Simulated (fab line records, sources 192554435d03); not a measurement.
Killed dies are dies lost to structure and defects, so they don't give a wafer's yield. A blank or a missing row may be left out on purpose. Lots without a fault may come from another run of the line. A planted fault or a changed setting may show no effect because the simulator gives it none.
Split-lot experiment | flow n5_finfet | 7 lots, 39 wafers read, on a route of 1938 steps

THE SPLIT
At N5_BEOL_M5_TRENCH_ETCH_37 (etches SiCOH lowk in C4F6/O2, target depth 71.652 nm, time 24.7 s), the setting time_s was moved away from the recipe's 24.7 s on 12 of the 39 wafers read, by -49.9% to +53.6%. The other wafers ran this setting at the recipe's value.

FROM THE SPLIT TO THE READING: what the file shows between them, 8 steps
- N5_BEOL_M5_ETCH_41: etches SiCN in CH3F/O2, target depth 31.5 nm, time 56.7 s
- N5_BEOL_M5_STRIP_91: strips in N2/H2, time 10 s
- N5_BEOL_M5_OCD_MEAS_38
- N5_BEOL_M5_HM_STRIP_39: strips TiN in peroxide tin strip, target depth 25 nm, time 158 s
- N5_BEOL_M5_SRD_40: time 30 s
- N5_BEOL_M5_ECD_50: material Cu, target thk 300 nm
- N5_BEOL_M5_ANNEAL_51: time 90 s
- N5_BEOL_M5_CMP_52: polishes, stops on SiCOH lowk, t overpolish 6.9 s, target thk 62 nm

THE READING
M5_THK, in nm, at N5_BEOL_M5_THK_MEAS_53 (measures by xrf). Fault-free wafers of this fab line usually give 61.7 nm, standard deviation 1.7 nm.

wafer  | tool, chamber at the split | time_s as run, s | against the recipe | M5_THK, nm | against lot-mates on the recipe
L076.1 | rie_diel-02, 0             | 24.7             | recipe             | 59.6       | -
L076.2 | rie_diel-02, 1             | 24.7             | recipe             | 61.4       | -
L076.3 | rie_diel-02, 2             | 24.7             | recipe             | 59.7       | -
L076.4 | rie_diel-02, 3             | 37.94            | +53.6%             | 97.9       | +37.7
L076.5 | rie_diel-02, 1             | 37.94            | +53.6%             | 101.4      | +41.2
L076.6 | rie_diel-02, 2             | 37.94            | +53.6%             | 98.8       | +38.6
L081.1 | rie_diel-04, 1             | 31.76            | +28.6%             | 80.3       | +19.3
L081.2 | rie_diel-04, 2             | 31.76            | +28.6%             | 81.0       | +20.0
L081.3 | rie_diel-04, 0             | 24.7             | recipe             | 58.6       | -
L081.4 | rie_diel-04, 3             | 24.7             | recipe             | 61.9       | -
L081.5 | rie_diel-04, 3             | 24.7             | recipe             | 62.5       | -
L081.6 | rie_diel-04, 0             | 31.76            | +28.6%             | 79.6       | +18.6
L082.1 | rie_diel-02, 3             | 24.7             | recipe             | 60.4       | -
L082.2 | rie_diel-02, 0             | 35.25            | +42.7%             | 91.9       | +29.8
L082.3 | rie_diel-02, 2             | 24.7             | recipe             | 62.4       | -
L082.4 | rie_diel-02, 1             | 24.7             | recipe             | 63.6       | -
L082.5 | rie_diel-02, 2             | 35.25            | +42.7%             | 92.3       | +30.2
L082.6 | rie_diel-02, 3             | 35.25            | +42.7%             | 89.4       | +27.3
L087.1 | rie_diel-04, 0             | 24.7             | recipe             | 58.2       | -
L087.2 | rie_diel-04, 3             | 24.7             | recipe             | 60.7       | -
L087.3 | rie_diel-04, 1             | 24.7             | recipe             | 61.8       | -
L087.4 | rie_diel-04, 2             | 24.7             | recipe             | 60.8       | -
L087.5 | rie_diel-04, 2             | 24.7             | recipe             | 60.4       | -
L087.6 | rie_diel-04, 3             | 24.7             | recipe             | 64.3       | -
L089.1 | rie_diel-01, 3             | 24.7             | recipe             | 63.4       | -
L089.2 | rie_diel-01, 2             | 12.37            | -49.9%             | 26.8       | -35.2
L089.3 | rie_diel-01, 0             | 24.7             | recipe             | 60.4       | -
L089.4 | rie_diel-01, 1             | 12.37            | -49.9%             | 25.5       | -36.5
L089.5 | rie_diel-01, 0             | 24.7             | recipe             | 62.2       | -
L089.6 | rie_diel-01, 1             | 12.37            | -49.9%             | 25.0       | -37.0
L092.1 | rie_diel-02, 3             | 24.7             | recipe             | 58.3       | -
L092.2 | rie_diel-02, 1             | 24.7             | recipe             | 60.3       | -
L092.4 | rie_diel-02, 1             | 24.7             | recipe             | 60.2       | -
L093.1 | rie_diel-01, 3             | 24.7             | recipe             | 63.0       | -
L093.2 | rie_diel-01, 0             | 24.7             | recipe             | 62.6       | -
L093.3 | rie_diel-01, 2             | 24.7             | recipe             | 63.5       | -
L093.4 | rie_diel-01, 1             | 24.7             | recipe             | 60.0       | -
L093.5 | rie_diel-01, 1             | 24.7             | recipe             | 62.2       | -
L093.6 | rie_diel-01, 0             | 24.7             | recipe             | 60.4       | -

THE FIT
A straight line over all 39 wafers: M5_THK changes by +0.705 nm for each +1% of time_s; r = +1.00; the points scatter about the line by 1.6 nm.
The same after taking each lot's own level away (the mean of its wafers on the recipe; 39 wafers): +0.713 nm for each +1%; r = +1.00; scatter 1.5 nm.
On that fit, the largest move of time_s shifts the reading by 38 nm.
The lots' own levels span 59.60 to 62.13 nm, that is 1.5 times the standard deviation above.
So the lot-to-lot level changes the slope little: the two slopes agree.
Check: with one of the wafers moved furthest among these (+53.6%) left out of the fit, the line predicts +38.1 nm for it against its lot-mates. It came out at +37.7 nm against them.

OTHER SPLITS ON THESE WAFERS
These wafers also went through other splits before the reading. Each is held against what the fit with the lots' levels taken away leaves over:
other split on the same wafers    | wafers away from the commonest value | r with M5_THK (lot level and that fit taken away)
N5_BEOL_M2_ILD_DEP_00 time_s      | 18                                   | +0.02
N5_BEOL_M3_ETCH_41 target_depth_a | 15                                   | -0.04

THE WHOLE CHAIN: every reading that the file lists as answering this split, in the file's order
step                      | what it does                                                        | reading                                                                          | change (the file's fit)                                                              | r (the file's)
N5_BEOL_M5_TRENCH_ETCH_37 | etches SiCOH lowk in C4F6/O2, target depth 71.652 nm, time 24.7 s   | BEOL_M5.feature_depth_nm (the simulator's own value, which no gauge read)        | +0.707 nm for each +1% of the setting                                                | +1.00
N5_BEOL_M5_TRENCH_ETCH_37 | etches SiCOH lowk in C4F6/O2, target depth 71.652 nm, time 24.7 s   | etch.depth_nm (the simulator's own value, which no gauge read)                   | +0.707 nm for each +1% of the setting                                                | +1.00
N5_BEOL_M5_TRENCH_ETCH_37 | etches SiCOH lowk in C4F6/O2, target depth 71.652 nm, time 24.7 s   | TiN_of_BEOL_M5_HM_DEP_02.thk_nm (the simulator's own value, which no gauge read) | -0.0214 nm for each +1% of the setting                                               | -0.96
N5_BEOL_M5_OCD_MEAS_38    |                                                                     | trench_depth_nm                                                                  | +0.707 nm for each +1% of the setting                                                | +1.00
N5_BEOL_M5_CMP_52         | polishes, stops on SiCOH lowk, t overpolish 6.9 s, target thk 62 nm | Cu_of_BEOL_M5_ECD_50.thk_nm (the simulator's own value, which no gauge read)     | +0.712 nm for each +1% of the setting                                                | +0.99
N5_BEOL_M5_THK_MEAS_53    | measures by xrf                                                     | M5_THK                                                                           | +0.712 for each +1% of the setting                                                   | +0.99
N5_BEOL_M5_RS_MEAS_57     | measures by four-point-probe                                        | M5_RS                                                                            | not straight: 1.179 at the lowest setting, 0.393 at the recipe, 0.222 at the highest | not given

THE FILE'S OWN FIT
M5_THK changes by +0.712 nm for each +1% of time_s, r = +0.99.
